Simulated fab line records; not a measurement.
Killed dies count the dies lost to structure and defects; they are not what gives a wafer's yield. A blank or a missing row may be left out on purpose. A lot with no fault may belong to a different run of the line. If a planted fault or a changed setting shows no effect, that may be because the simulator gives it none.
Chamber matching || flow n5_finfet || 4 sister chambers for N5_BEOL_M9_CMP_52 on cmp-03
The step polishes, stops on SiCOH lowk, t overpolish 7 s, target thk 140 nm. 7 wafers are shown with their chamber, then 7 later ones without.

== EACH WAFER AND ITS CHAMBER ==
{"wafer": "L371.1", "chamber": 2, "motor_current_A (A)": 5.2, "overpolish_run_s (s)": 6.981}
{"wafer": "L371.2", "chamber": 3, "motor_current_A (A)": 6.3, "overpolish_run_s (s)": 7.003}
{"wafer": "L376.1", "chamber": 3, "motor_current_A (A)": 6.2, "overpolish_run_s (s)": 6.985}
{"wafer": "L376.3", "chamber": 1, "motor_current_A (A)": 7.2, "overpolish_run_s (s)": 7.009}
{"wafer": "L376.4", "chamber": 0, "motor_current_A (A)": 5.6, "overpolish_run_s (s)": 6.985}
{"wafer": "L373.1", "chamber": 2, "motor_current_A (A)": 5.5, "overpolish_run_s (s)": 7.007}
{"wafer": "L373.2", "chamber": 1, "motor_current_A (A)": 7.2, "overpolish_run_s (s)": 6.990}

== WAFERS MISSING THEIR CHAMBER ==
{"wafer": "L373.4", "motor_current_A (A)": 5.8, "overpolish_run_s (s)": 7.008}
{"wafer": "L382.1", "motor_current_A (A)": 6.0, "overpolish_run_s (s)": 6.991}
{"wafer": "L382.5", "motor_current_A (A)": 5.5, "overpolish_run_s (s)": 7.008}
{"wafer": "L382.6", "motor_current_A (A)": 6.5, "overpolish_run_s (s)": 6.981}
{"wafer": "L384.2", "motor_current_A (A)": 6.2, "overpolish_run_s (s)": 7.001}
{"wafer": "L384.3", "motor_current_A (A)": 5.3, "overpolish_run_s (s)": 7.001}
{"wafer": "L384.6", "motor_current_A (A)": 5.6, "overpolish_run_s (s)": 7.002}

== WHICH CHAMBER EACH WENT THROUGH ==
{"wafer": "L373.4", "from the rows above": "can't be placed: 0 or 2 or 3", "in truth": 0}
{"wafer": "L382.1", "from the rows above": "can't be placed: 3 or 0", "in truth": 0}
{"wafer": "L382.5", "from the rows above": "can't be placed: 2 or 0", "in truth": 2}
{"wafer": "L382.6", "from the rows above": 3, "in truth": 3}
{"wafer": "L384.2", "from the rows above": 3, "in truth": 3}
{"wafer": "L384.3", "from the rows above": "can't be placed: 2 or 0", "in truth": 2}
{"wafer": "L384.6", "from the rows above": "can't be placed: 0 or 2", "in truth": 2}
Correctly placed: 2 of 7. From these rows, 5 cannot be placed; in 5 the true chamber is one of the candidates. Number placed wrongly: 0.
How it was worked out, from the rows above alone: a wafer's distance from a chamber is the root of the sum, over the readings, of the square of ((its reading less the chamber's mean) divided by the reading's scatter). The wafer belongs to the nearest chamber; if the next one is less than 2 further off, it can't be placed. The mean given for a chamber averages the wafers shown for that chamber. How the scatter is found: for the shown wafers, subtract from each reading the mean of its chamber, square and add these, divide the total by (wafers less chambers), then take the root.
